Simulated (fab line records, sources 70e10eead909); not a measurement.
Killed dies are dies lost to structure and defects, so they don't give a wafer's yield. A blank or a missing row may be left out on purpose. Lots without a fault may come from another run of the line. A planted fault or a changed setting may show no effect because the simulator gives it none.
Chamber matching | flow nand_harc | NHARC_A_CONTACT_DESCUM_47 on rie_diel-13: 4 sister chambers
The step chemistry O2, time 3 s. 24 wafers are shown with their chamber, then 12 later ones without.

WAFERS WITH THEIR CHAMBER
wafer  | chamber | showerhead_plenum_p_Torr (Torr) | drypump_motor_current_A (A) | rf_vpp_V (V)
L075.3 | 3       | 1.92                            | 5.4                         | 57.2
L075.4 | 0       | 1.89                            | 5.7                         | 57.1
L075.5 | 3       | 1.92                            | 5.3                         | 58.0
L076.3 | 1       | 1.86                            | 5.4                         | 58.3
L076.5 | 1       | 1.86                            | 5.4                         | 57.6
L076.6 | 2       | 1.97                            | 6.0                         | 58.8
L077.2 | 1       | 1.86                            | 5.4                         | 56.9
L077.3 | 0       | 1.89                            | 5.7                         | 57.7
L077.4 | 3       | 1.92                            | 5.3                         | 58.2
L081.2 | 1       | 1.86                            | 5.4                         | 58.0
L081.4 | 3       | 1.91                            | 5.4                         | 58.9
L081.5 | 2       | 1.97                            | 6.1                         | 59.9
L083.1 | 3       | 1.91                            | 5.4                         | 56.7
L083.4 | 2       | 1.97                            | 6.1                         | 59.6
L083.5 | 2       | 1.97                            | 6.0                         | 59.7
L085.1 | 1       | 1.86                            | 5.4                         | 57.6
L085.3 | 0       | 1.88                            | 5.7                         | 56.2
L085.4 | 3       | 1.91                            | 5.3                         | 57.4
L088.2 | 0       | 1.88                            | 5.7                         | 56.5
L088.3 | 2       | 1.97                            | 6.1                         | 57.8
L088.6 | 3       | 1.91                            | 5.4                         | 59.2
L093.1 | 3       | 1.91                            | 5.3                         | 57.0
L093.4 | 1       | 1.85                            | 5.4                         | 58.2
L093.5 | 1       | 1.85                            | 5.4                         | 58.4

SIGNATURES (means of the wafers above)
reading                  | chamber 0 | chamber 1 | chamber 2 | chamber 3 | scatter within a chamber
showerhead_plenum_p_Torr | 1.8850    | 1.8571    | 1.9700    | 1.9137    | 0.00464
drypump_motor_current_A  | 5.700     | 5.400     | 6.060     | 5.350     | 0.04
rf_vpp_V                 | 56.875    | 57.857    | 59.160    | 57.825    | 0.767
Rule: a wafer's distance from a chamber is the root of the sum, over the readings, of the square of ((its reading less the chamber's mean) divided by the reading's scatter). The wafer belongs to the nearest chamber; if the next one is less than 2 further off, it can't be placed. The scatter: the root of (the sum of the squares of (reading less its chamber's mean) over the shown wafers, divided by (wafers less chambers)).

WAFERS WITHOUT THEIR CHAMBER
wafer  | showerhead_plenum_p_Torr (Torr) | drypump_motor_current_A (A) | rf_vpp_V (V)
L092.1 | 1.85                            | 5.4                         | 56.7
L092.2 | 1.91                            | 5.3                         | 58.5
L092.3 | 1.97                            | 6.0                         | 57.5
L095.1 | 1.88                            | 5.7                         | 59.1
L095.3 | 1.85                            | 5.4                         | 57.1
L095.5 | 1.85                            | 5.4                         | 57.7
L094.1 | 1.85                            | 5.4                         | 58.2
L094.4 | 1.88                            | 5.7                         | 57.7
L094.6 | 1.88                            | 5.7                         | 57.7
L097.1 | 1.96                            | 6.0                         | 57.4
L097.4 | 1.85                            | 5.4                         | 60.3
L097.5 | 1.90                            | 5.4                         | 58.2

WHICH CHAMBER EACH WENT THROUGH
wafer  | from the rows above | in truth
L092.1 | 1                   | 1
L092.2 | 3                   | 3
L092.3 | 2                   | 2
L095.1 | 0                   | 0
L095.3 | 1                   | 1
L095.5 | 1                   | 1
L094.1 | 1                   | 1
L094.4 | 0                   | 0
L094.6 | 0                   | 0
L097.1 | 2                   | 2
L097.4 | 1                   | 1
L097.5 | 3                   | 3
Placed correctly: 12 of 12. Can't be placed from these rows: 0. Placed wrongly: 0.
